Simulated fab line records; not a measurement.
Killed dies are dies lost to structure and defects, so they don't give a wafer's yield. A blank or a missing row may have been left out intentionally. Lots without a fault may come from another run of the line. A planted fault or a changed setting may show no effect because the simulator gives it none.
Chamber matching	flow n5Finfet	N5_SD_EPI_N_ETCH_16 on rieDiel-04 has 4 sister chambers
The step etches SiO2 in CHF3/O2, target depth 5 nm. 16 wafers are shown with their chamber, then 8 later ones without.

== EACH WAFER AND ITS CHAMBER ==
wafer	chamber	throttleValvePct (%)	drypumpMotorCurrentA (A)	oesProductAu (a.u.)
L076.3	1	18.46	6.0	0.92
L076.5	3	18.87	5.6	0.71
L076.6	0	18.74	5.4	0.96
L079.1	1	18.44	6.0	0.90
L079.4	0	18.75	5.4	0.94
L079.6	0	18.73	5.4	0.93
L080.3	0	18.75	5.5	0.93
L080.4	3	18.89	5.6	0.69
L080.5	0	18.74	5.4	0.93
L084.1	0	18.76	5.4	0.91
L084.2	2	19.01	6.0	0.84
L084.6	0	18.78	5.4	0.90
L086.1	3	18.91	5.6	0.69
L086.5	0	18.79	5.4	0.91
L086.6	1	18.46	6.0	0.89
L088.2	2	19.02	5.9	0.84

SIGNATURES (means of the wafers above)
reading	chamber 0	chamber 1	chamber 2	chamber 3	scatter within a chamber
throttleValvePct	18.7550	18.4533	19.0150	18.8900	0.0185
drypumpMotorCurrentA	5.413	6.000	5.950	5.600	0.0339
oesProductAu	0.9263	0.9033	0.8400	0.6967	0.0166
Rule: a wafer lies at a distance from a chamber equal to the root of the sum of squares, over the readings, of (its reading less the chamber's mean, divided by the reading's scatter). The wafer belongs to the nearest chamber; if the next one is less than 2 further off, it can't be placed. The scatter: take each reading less its chamber's mean, square it, sum over the shown wafers, divide by the number of wafers less the number of chambers, and take the root.

== WAFERS WITH NO CHAMBER GIVEN ==
wafer	throttleValvePct (%)	drypumpMotorCurrentA (A)	oesProductAu (a.u.)
L088.5	19.02	5.9	0.82
L088.6	18.47	6.0	0.88
L096.1	18.81	5.5	0.87
L096.3	19.06	6.0	0.81
L096.6	19.06	5.9	0.81
L097.3	18.82	5.4	0.86
L097.4	18.50	6.0	0.85
L097.6	19.07	5.9	0.81

== WHICH CHAMBER EACH ONE RAN IN ==
wafer	from the rows above	in truth
L088.5	2	2
L088.6	1	1
L096.1	0	0
L096.3	2	2
L096.6	2	2
L097.3	0	0
L097.4	1	1
L097.6	2	2
Placed correctly: 8 of 8. From these rows, 0 cannot be placed. Wrongly placed: 0.
